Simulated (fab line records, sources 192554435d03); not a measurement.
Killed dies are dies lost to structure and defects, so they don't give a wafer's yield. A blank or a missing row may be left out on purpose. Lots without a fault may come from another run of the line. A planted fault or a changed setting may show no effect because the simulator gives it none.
Which tool did it? | flow n5_finfet | 8 lots, 24 wafers sampled, at 2 steps of a route of 1938

WHAT THE GAUGES READ, wafer by wafer
N5_BEOL_M4_CD_MEAS_11: target cd 16.79 nm.
lot  | measured     | on        | cd_nm (nm)
L227 | day 7 18:29  | cd_sem-01 | 17.2 17.4 17.4
L225 | day 7 19:53  | cd_sem-02 | 16.9 17.1 16.9
L226 | day 8 01:04  | cd_sem-03 | 16.4 16.5 16.8
L231 | day 9 05:08  | cd_sem-02 | 16.9 16.9 16.7
L239 | day 11 01:53 | cd_sem-02 | 15.4 15.4 15.5
L240 | day 11 06:05 | cd_sem-02 | 15.3 15.2 15.4
L241 | day 11 06:59 | cd_sem-02 | 17.1 16.8 17.3
L243 | day 12 12:16 | cd_sem-03 | 16.6 16.1 16.9

WHICH TOOL RAN EACH LOT (tool, then ch and the chambers of the sampled wafers, then the start)
lot  | N5_BEOL_M4_EXPOSE_08
L227 | euv_scanner-02 ch 0, day 7 18:22
L225 | euv_scanner-01 ch 0, day 7 19:46
L226 | euv_scanner-02 ch 0, day 8 00:56
L231 | euv_scanner-01 ch 0, day 9 05:01
L239 | euv_scanner-02 ch 0, day 11 01:45
L240 | euv_scanner-02 ch 0, day 11 05:59
L241 | euv_scanner-01 ch 0, day 11 06:51
L243 | euv_scanner-01 ch 0, day 12 12:08
- N5_BEOL_M4_EXPOSE_08: exposes mask M4.

THE ANSWER, worked out from the rows above alone
Rule: what is usual is taken from the lots themselves. Put in order of their means at a reading, lots are off if they are a third of the lots or fewer, leave a main group of 4 or more, and stand apart from it by a gap of 3 or more times the standard deviation of the main group's means; of several such gaps the widest counts. A main group whose means are all the same, to the digits that the tables above print for the reading, isn't used. A lot without any number at a reading at which 4 lots or more have one is off too. The other lots that the step has rows for count as sound.
Off: L239, L240, at N5_BEOL_M4_CD_MEAS_11 (cd_nm). The main group: mean 16.9 nm, standard deviation 0.28.
A tool fits if, at a process step before that reading, it ran every lot that is off, and no sound lot after the first of them. The gauges at N5_BEOL_M4_CD_MEAS_11 are tried like those tools. One fits: euv_scanner-02 at N5_BEOL_M4_EXPOSE_08. Its last sound lot is L226 (day 8 00:56), its first lot that is off L239 (day 11 01:45): a fault that began between those two fits.

WHAT THE SIMULATOR HAD PUT IN
Process parameter drift: euv_scanner-02, from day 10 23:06 on, at N5_BEOL_M4_EXPOSE_08. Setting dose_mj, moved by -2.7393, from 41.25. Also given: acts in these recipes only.
Lots struck among those shown: L239, L240. The rule above found the same.
